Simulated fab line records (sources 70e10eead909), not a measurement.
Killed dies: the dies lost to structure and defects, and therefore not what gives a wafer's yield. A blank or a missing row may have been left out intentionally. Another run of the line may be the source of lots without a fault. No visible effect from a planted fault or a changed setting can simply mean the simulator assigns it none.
Chamber matching    flow nand harc    NHARC_A_CHANNEL_FILL_D1_ETCHBACK_20 on rie diel-01 has 4 sister chambers
The step etches the open film in C4F8/O2/Ar, target depth 27 nm, time 13.5 s. 7 wafers are shown with their chamber, then 11 later ones without.

WAFERS, EACH WITH ITS CHAMBER
wafer   chamber  rf vpp V (V)  oes product au (a.u.)
L080.5  3        987           1.00
L085.2  0        978           1.00
L086.5  0        976           0.93
L089.2  2        978           0.92
L089.4  1        981           0.93
L089.5  2        977           0.91
L090.2  1        980           0.93

WAFERS WITH NO CHAMBER GIVEN
wafer   rf vpp V (V)  oes product au (a.u.)
L090.3  988           1.01
L090.6  976           0.91
L092.1  978           0.99
L092.2  989           0.98
L092.4  976           0.99
L093.2  980           1.02
L093.4  987           0.99
L093.6  975           0.99
L096.2  987           0.92
L096.3  978           0.92
L096.5  978           0.93

EACH ONE'S CHAMBER
wafer   from the rows above           in truth
L090.3  3                             3
L090.6  can't be placed: 2 or 0       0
L092.1  can't be placed: 0 or 2 or 1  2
L092.2  3                             3
L092.4  can't be placed: 0 or 2       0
L093.2  can't be placed: 1 or 0 or 2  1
L093.4  3                             3
L093.6  can't be placed: 0 or 2       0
L096.2  3                             3
L096.3  can't be placed: 2 or 0 or 1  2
L096.5  can't be placed: 2 or 0 or 1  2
Correct placement for 4 of the 11. Can't be placed from these rows: 7 (the true chamber is among the candidates in 7). Wrongly placed: 0.
How it was worked out, from the rows above alone: a wafer's distance from a chamber is the root of the sum, over the readings, of the square of ((its reading less the chamber's mean) divided by the reading's scatter). If the next closest chamber is less than 2 further off than the closest, the wafer can't be placed; otherwise it belongs to the closest. Each chamber's mean is taken over the wafers shown for it. The scatter is the square root of a quotient: the sum, over the shown wafers, of each reading's squared deviation from its chamber's mean, divided by wafers minus chambers.
